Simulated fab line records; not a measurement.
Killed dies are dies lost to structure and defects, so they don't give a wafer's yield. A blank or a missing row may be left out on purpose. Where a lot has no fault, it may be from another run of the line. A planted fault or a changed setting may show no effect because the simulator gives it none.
Chamber matching + flow n5_finfet + N5_BEOL_M15_VIA_ETCH_16 on rie_diel-03 has 4 sister chambers
The step etches SiO2 in C4F8/O2/Ar, target depth 1792.2 nm. 8 wafers are shown with their chamber, then 7 later ones without.

## WAFERS, EACH WITH ITS CHAMBER
| wafer  | chamber | rf_vpp_V (V) | throttle_valve_pct (%) |
|--------|---------|--------------|------------------------|
| L074.3 | 0       | 2280         | 30.46                  |
| L079.2 | 1       | 2194         | 30.59                  |
| L079.5 | 3       | 2196         | 30.92                  |
| L080.1 | 2       | 2232         | 30.86                  |
| L080.4 | 1       | 2193         | 30.59                  |
| L080.5 | 3       | 2196         | 30.92                  |
| L081.3 | 2       | 2232         | 30.90                  |
| L081.4 | 0       | 2282         | 30.47                  |

## WAFERS WITH NO CHAMBER GIVEN
| wafer  | rf_vpp_V (V) | throttle_valve_pct (%) |
|--------|--------------|------------------------|
| L081.6 | 2192         | 30.60                  |
| L095.1 | 2231         | 30.88                  |
| L095.3 | 2192         | 30.80                  |
| L095.6 | 2194         | 30.79                  |
| L096.1 | 2230         | 30.91                  |
| L096.4 | 2193         | 30.61                  |
| L096.5 | 2280         | 30.49                  |

## WHICH CHAMBER EACH WENT THROUGH
| wafer  | from the rows above | in truth |
|--------|---------------------|----------|
| L081.6 | 1                   | 1        |
| L095.1 | 2                   | 2        |
| L095.3 | 3                   | 3        |
| L095.6 | 3                   | 3        |
| L096.1 | 2                   | 2        |
| L096.4 | 1                   | 1        |
| L096.5 | 0                   | 0        |
Placed correctly: 7 of 7. From these rows, 0 cannot be placed. Wrongly placed: 0.
How it was worked out, from the rows above alone: a wafer's distance from a chamber is the root of the sum, over the readings, of the square of ((its reading less the chamber's mean) divided by the reading's scatter). If the next closest chamber is less than 2 further off than the closest, the wafer can't be placed; otherwise it belongs to the closest. A chamber's mean is the mean of its shown wafers. The scatter is the square root of a quotient: the sum, over the shown wafers, of each reading's squared deviation from its chamber's mean, divided by wafers minus chambers.
